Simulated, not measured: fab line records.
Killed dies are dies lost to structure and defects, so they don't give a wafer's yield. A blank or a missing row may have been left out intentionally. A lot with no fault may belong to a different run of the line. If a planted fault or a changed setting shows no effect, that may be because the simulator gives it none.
The tool behind it: which one? ; flow n5 finfet ; 72 wafers from 24 lots sampled at 6 of the route's 1938 steps

== WHAT THE GAUGES SHOWED, per wafer ==
N5_BEOL_M2_THK_MEAS_01. Usual: M2_ILD_THK 79.3 nm, standard deviation 1.1.
lot;measured;on;M2_ILD_THK (nm);flag
L074;day 6 12:05;film metro-02;78.7 80.1 80.3;
L075;day 6 17:07;film metro-02;78.1 78.8 78.0;
L077;day 7 00:16;film metro-01;78.2 77.3 78.5;
L076;day 7 00:25;film metro-01;78.2 79.8 80.8;
L078;day 7 08:01;film metro-01;81.2 79.9 82.3;
L079;day 7 19:08;film metro-01;78.1 80.2 81.6;
L080;day 7 18:49;film metro-01;77.9 78.2 77.8;
L081;day 8 06:49;film metro-01;79.0 80.4 80.7;
L082;day 8 16:12;film metro-01;79.2 80.6 81.4;
L083;day 9 01:13;film metro-01;77.6 80.4 79.1;
L085;day 9 03:08;film metro-01;79.2 78.2 79.5;
L084;day 9 06:14;film metro-01;77.6 79.1 78.8;
L086;day 9 10:26;film metro-01;79.7 78.2 80.0;
L087;day 9 19:16;film metro-01;79.5 80.0 79.7;
L088;day 9 22:28;film metro-01;79.4 80.0 80.4;
L089;day 10 01:44;film metro-01;78.9 79.5 80.3;
L090;day 10 12:03;film metro-01;79.9 80.8 80.9;
L091;day 10 15:54;film metro-01;80.4 79.6 79.4;
L092;day 11 05:22;film metro-01;78.4 78.4 80.7;
L093;day 11 07:57;film metro-01;80.6 81.4 80.0;
L094;day 11 09:48;film metro-01;78.3 79.5 80.0;
L095;day 12 02:24;film metro-01;78.6 79.6 80.1;
L096;day 11 23:06;film metro-01;78.1 77.8 80.1;
L097;day 12 03:29;film metro-01;77.9 78.6 80.1;

N5_BEOL_M2_CD_MEAS_28: target cd 26.2 nm, target cd y 24.1 nm. Usual: 26.20 nm for cd nm, sd 0.28.
lot;measured;on;cd nm (nm);flag
L074;day 6 14:13;cd sem-02;26.69 26.25 26.65;
L075;day 6 20:26;cd sem-01;25.94 25.77 26.07;
L077;day 7 05:02;cd sem-03;26.60 26.27 26.52;
L076;day 7 05:17;cd sem-03;26.10 25.95 26.03;
L078;day 7 09:47;cd sem-01;26.57 26.09 25.87;
L079;day 7 22:06;cd sem-01;25.96 26.04 25.86;
L080;day 7 20:37;cd sem-03;26.13 26.04 25.95;
L081;day 8 10:24;cd sem-03;26.70 26.51 26.60;
L082;day 8 19:49;cd sem-01;26.21 26.61 26.07;
L083;day 9 03:07;cd sem-01;26.18 26.11 26.31;
L085;day 9 06:56;cd sem-03;26.24 26.07 25.69;
L084;day 9 08:10;cd sem-03;26.16 26.24 26.11;
L086;day 9 12:01;cd sem-03;26.35 26.34 26.08;
L087;day 9 20:52;cd sem-01;26.40 25.87 25.88;
L088;day 9 23:52;cd sem-01;26.52 26.46 26.22;
L089;day 10 04:57;cd sem-03;26.07 26.76 26.84;
L090;day 10 16:27;cd sem-03;26.19 26.42 26.36;
L091;day 10 18:48;cd sem-01;26.11 26.24 25.76;
L092;day 11 08:53;cd sem-02;26.53 26.57 26.27;
L093;day 11 09:47;cd sem-01;26.36 26.27 26.12;
L094;day 11 11:10;cd sem-01;26.25 26.26 26.25;
L095;day 12 04:10;cd sem-02;26.38 26.16 26.53;
L096;day 12 00:43;cd sem-01;25.74 25.90 26.19;
L097;day 12 06:42;cd sem-01;25.89 26.14 25.71;

== WHICH TOOL RAN EACH LOT (tool, then ch and the chambers of the sampled wafers, then the start) ==
lot;N5_BEOL_M1_DESCUM_33;N5_BEOL_M1_DEGAS_44;N5_BEOL_M1_SPUTTER_48;N5_BEOL_M2_STRIP_66
L074;rie diel-03 ch 0,2,3, day 6 06:56;pvd sputter-03, day 6 08:16;pvd sputter-02, day 6 09:04;rie diel-05 ch 2,3, day 6 13:37
L075;rie diel-06 ch 0,3, day 6 12:08;pvd sputter-03, day 6 13:29;pvd sputter-02, day 6 14:10;rie diel-05 ch 1,2,3, day 6 19:41
L077;rie diel-03 ch 2,3, day 6 15:07;pvd sputter-01, day 6 20:44;pvd sputter-01, day 6 21:20;rie diel-04 ch 1,3, day 7 04:23
L076;rie diel-06 ch 0,1, day 6 15:11;pvd sputter-01, day 6 20:49;pvd sputter-02, day 6 21:25;rie diel-01 ch 1,3, day 7 04:37
L078;rie diel-03 ch 0,2,3, day 7 01:08;pvd sputter-01, day 7 04:07;pvd sputter-01, day 7 04:53;rie diel-05 ch 0,1, day 7 09:07
L079;rie diel-03 ch 0,2, day 7 12:14;pvd sputter-02, day 7 15:05;pvd sputter-03, day 7 16:11;rie diel-01 ch 0,2,3, day 7 21:34
L080;rie diel-02 ch 0,1, day 7 12:39;pvd sputter-02, day 7 15:01;pvd sputter-02, day 7 15:52;rie diel-04 ch 0,1, day 7 20:00
L081;rie diel-02 ch 0,2,3, day 7 22:34;pvd sputter-02, day 8 03:01;pvd sputter-03, day 8 03:43;rie diel-05 ch 0,2, day 8 09:51
L082;rie diel-06 ch 1,3, day 8 07:39;pvd sputter-03, day 8 12:28;pvd sputter-02, day 8 13:08;rie diel-04 ch 2,3, day 8 19:16
L083;rie diel-06 ch 0,1,3, day 8 16:56;pvd sputter-03, day 8 21:25;pvd sputter-03, day 8 22:05;rie diel-05 ch 2,3, day 9 02:34
L085;rie diel-02 ch 1,3, day 8 19:17;pvd sputter-03, day 8 22:00;pvd sputter-02, day 8 23:55;rie diel-05 ch 0,2,3, day 9 06:23
L084;rie diel-03 ch 0,1,2, day 8 19:59;pvd sputter-01, day 9 02:41;pvd sputter-01, day 9 03:17;rie diel-01 ch 0,1, day 9 07:35
L086;rie diel-06 ch 1,2,3, day 9 04:34;pvd sputter-02, day 9 06:48;pvd sputter-02, day 9 07:29;rie diel-01 ch 0,1,2, day 9 11:29
L087;rie diel-02 ch 1,3, day 9 11:07;pvd sputter-02, day 9 15:34;pvd sputter-01, day 9 16:20;rie diel-05 ch 0,3, day 9 20:17
L088;rie diel-02 ch 1,2, day 9 15:04;pvd sputter-01, day 9 18:53;pvd sputter-01, day 9 19:31;rie diel-04 ch 1,2, day 9 23:19
L089;rie diel-02 ch 1,2,3, day 9 18:28;pvd sputter-01, day 9 22:01;pvd sputter-01, day 9 22:42;rie diel-01 ch 0,1, day 10 04:24
L090;rie diel-02 ch 1,2, day 9 23:17;pvd sputter-02, day 10 06:50;pvd sputter-01, day 10 09:04;rie diel-04 ch 2,3, day 10 15:28
L091;rie diel-06 ch 0,1, day 10 07:38;pvd sputter-03, day 10 11:32;pvd sputter-01, day 10 12:44;rie diel-05 ch 0,2,3, day 10 17:58
L092;rie diel-02 ch 0,1,3, day 10 23:23;pvd sputter-02, day 11 00:36;pvd sputter-03, day 11 02:14;rie diel-05 ch 0,1,3, day 11 08:09
L093;rie diel-03 ch 1,2,3, day 10 23:40;pvd sputter-03, day 11 04:10;pvd sputter-03, day 11 04:59;rie diel-01 ch 0,1,2, day 11 09:08
L094;rie diel-03 ch 1,3, day 11 00:47;pvd sputter-03, day 11 04:15;pvd sputter-03, day 11 06:50;rie diel-01 ch 0,2, day 11 10:37
L095;rie diel-06 ch 2,3, day 11 16:26;pvd sputter-03, day 11 22:50;pvd sputter-03, day 11 23:28;rie diel-01 ch 0,2, day 12 03:29
L096;rie diel-03 ch 1,2, day 11 16:31;pvd sputter-01, day 11 17:52;pvd sputter-03, day 11 20:04;rie diel-01 ch 0,1, day 12 00:01
L097;rie diel-02 ch 0,2, day 11 22:17;pvd sputter-03, day 11 23:10;pvd sputter-01, day 12 00:32;rie diel-05 ch 0,2,3, day 12 06:02
- N5_BEOL_M1_DESCUM_33: chemistry O2, time 7 s.
- N5_BEOL_M1_DEGAS_44: time 60 s.
- N5_BEOL_M1_SPUTTER_48: material Cu, target thk 4.5 nm, time 8.29 s.
- N5_BEOL_M2_STRIP_66: strips in CF4.

== AS READ BY THE TOOLS THEMSELVES (means over the sampled wafers that have a number; for cases with no such wafer, the mark the record gives instead) ==
N5_BEOL_M1_DESCUM_33. Usual: drypump motor current A 5.89 A, standard deviation 0.27; oes product au 0.78 a.u., standard deviation 0.083; rf vpp V 243.3 V, standard deviation 1.2; showerhead plenum p Torr 2.10 Torr, standard deviation 0.056; temp c 40.00 C, standard deviation 0.11; throttle valve pct 20.37 %, standard deviation 0.25.
lot;tool;drypump motor current A (A);oes product au (a.u.);rf vpp V (V);showerhead plenum p Torr (Torr);temp c (C);throttle valve pct (%);flag
L074;rie diel-03;5.86;0.78;242.8;2.10;40.05;20.39;
L075;rie diel-06;5.79;0.72;244.1;2.13;39.97;20.74;
L077;rie diel-03;5.92;0.74;243.4;2.15;39.97;20.33;
L076;rie diel-06;6.25;0.83;243.7;2.15;40.10;20.27;
L078;rie diel-03;5.86;0.76;243.6;2.09;39.95;20.39;
L079;rie diel-03;5.84;0.78;242.7;2.04;39.86;20.45;
L080;rie diel-02;5.63;0.91;243.5;2.09;39.91;20.11;
L081;rie diel-02;5.87;0.88;243.0;2.07;39.97;20.18;
L082;rie diel-06;6.25;0.81;243.5;2.11;39.85;20.35;
L083;rie diel-06;6.02;0.76;243.9;2.14;39.92;20.53;
L085;rie diel-02;6.10;0.90;243.0;2.10;40.04;20.11;
L084;rie diel-03;5.74;0.75;242.8;2.06;39.99;20.49;
L086;rie diel-06;6.12;0.76;243.9;2.10;40.03;20.52;
L087;rie diel-02;6.08;0.88;243.2;2.09;40.07;20.11;
L088;rie diel-02;5.99;0.79;244.3;2.15;39.96;20.11;
L089;rie diel-02;6.01;0.82;243.7;2.11;40.08;20.14;
L090;rie diel-02;5.97;0.76;244.1;2.13;39.97;20.19;
L091;rie diel-06;6.25;0.80;244.5;2.15;39.89;20.30;
L092;rie diel-02;5.86;0.86;243.3;2.09;39.95;20.14;
L093;rie diel-03;5.77;0.73;244.0;2.10;39.97;20.48;
L094;rie diel-03;5.59;0.69;242.7;2.09;40.02;20.63;
L095;rie diel-06;5.93;0.69;242.9;2.08;40.05;20.72;
L096;rie diel-03;5.84;0.75;242.9;2.08;40.00;20.41;
L097;rie diel-02;5.64;0.83;242.3;2.05;39.99;20.24;

N5_BEOL_M1_DEGAS_44. Usual: 324 W for heater power w, sd 27.
lot;tool;heater power w (W);flag
L074;pvd sputter-03;312;
L075;pvd sputter-03;301;
L077;pvd sputter-01;352;
L076;pvd sputter-01;348;
L078;pvd sputter-01;363;
L079;pvd sputter-02;321;
L080;pvd sputter-02;311;
L081;pvd sputter-02;305;
L082;pvd sputter-03;318;
L083;pvd sputter-03;318;
L085;pvd sputter-03;314;
L084;pvd sputter-01;336;
L086;pvd sputter-02;343;
L087;pvd sputter-02;308;
L088;pvd sputter-01;333;
L089;pvd sputter-01;355;
L090;pvd sputter-02;333;
L091;pvd sputter-03;324;
L092;pvd sputter-02;311;
L093;pvd sputter-03;324;
L094;pvd sputter-03;323;
L095;pvd sputter-03;316;
L096;pvd sputter-01;359;
L097;pvd sputter-03;311;

N5_BEOL_M1_SPUTTER_48. Usual: 30.1 % for throttle valve pct, sd 0.98.
lot;tool;throttle valve pct (%);flag
L074;pvd sputter-02;31.2;
L075;pvd sputter-02;31.4;
L077;pvd sputter-01;29.7;
L076;pvd sputter-02;31.0;
L078;pvd sputter-01;30.5;
L079;pvd sputter-03;29.6;
L080;pvd sputter-02;30.8;
L081;pvd sputter-03;29.3;
L082;pvd sputter-02;30.4;
L083;pvd sputter-03;29.5;
L085;pvd sputter-02;31.2;
L084;pvd sputter-01;30.5;
L086;pvd sputter-02;30.1;
L087;pvd sputter-01;29.8;
L088;pvd sputter-01;29.8;
L089;pvd sputter-01;30.5;
L090;pvd sputter-01;29.1;
L091;pvd sputter-01;29.0;
L092;pvd sputter-03;29.7;
L093;pvd sputter-03;30.0;
L094;pvd sputter-03;29.4;
L095;pvd sputter-03;30.0;
L096;pvd sputter-03;29.8;
L097;pvd sputter-01;29.9;

N5_BEOL_M2_STRIP_66. Usual: drypump motor current A 5.3 A, standard deviation 0.59; oes product au 0.78 a.u., standard deviation 0.093; rf vpp V 270.7 V, standard deviation 1.4; showerhead plenum p Torr 1.77 Torr, standard deviation 0.056; throttle valve pct 13.50 %, standard deviation 0.28.
lot;tool;drypump motor current A (A);oes product au (a.u.);rf vpp V (V);showerhead plenum p Torr (Torr);throttle valve pct (%);flag
L074;rie diel-05;5.1;0.80;270.4;1.78;13.30;
L075;rie diel-05;5.5;0.78;270.2;1.75;13.45;
L077;rie diel-04;5.0;0.70;272.3;1.81;13.84;
L076;rie diel-01;4.8;0.70;271.0;1.80;13.61;
L078;rie diel-05;6.2;0.82;269.2;1.74;13.46;
L079;rie diel-01;5.3;0.77;270.3;1.77;13.58;
L080;rie diel-04;5.4;0.68;269.7;1.75;13.96;
L081;rie diel-05;5.7;0.88;270.5;1.77;13.11;
L082;rie diel-04;5.1;0.70;270.2;1.77;13.62;
L083;rie diel-05;5.1;0.79;270.9;1.77;13.35;
L085;rie diel-05;5.3;0.81;270.6;1.75;13.30;
L084;rie diel-01;4.8;0.85;271.0;1.80;13.51;
L086;rie diel-01;5.3;0.76;270.8;1.79;13.65;
L087;rie diel-05;5.2;0.77;269.7;1.71;13.46;
L088;rie diel-04;5.3;0.83;271.6;1.83;13.30;
L089;rie diel-01;4.8;0.83;271.4;1.80;13.54;
L090;rie diel-04;5.2;0.69;270.0;1.77;13.67;
L091;rie diel-05;5.4;0.79;270.8;1.75;13.33;
L092;rie diel-05;5.7;0.77;270.0;1.71;13.50;
L093;rie diel-01;5.3;0.83;271.1;1.78;13.48;
L094;rie diel-01;5.8;0.91;269.6;1.75;13.31;
L095;rie diel-01;5.8;0.89;270.7;1.75;13.33;
L096;rie diel-01;4.8;0.81;270.3;1.79;13.57;
L097;rie diel-05;5.3;0.78;269.7;1.74;13.37;

== THE ANSWER, worked out from the rows above alone ==
Rule: take the mean of a lot's wafers that have a number; if it is more than 3 standard deviations from the usual mean, the lot is off. A lot without any number at a reading at which 4 lots or more have one is off too. All remaining lots with rows at the step are treated as sound. The gauges are gone through in route order, then the tools' own readings, and for those a lot's mean is taken as printed above. At the first step where some lot is off, the reading lying furthest off is the one used; lots without a number count as furthest.
None of the lots is off at any reading shown; this tells nothing.

== WHAT THE SIMULATOR HAD INSERTED ==
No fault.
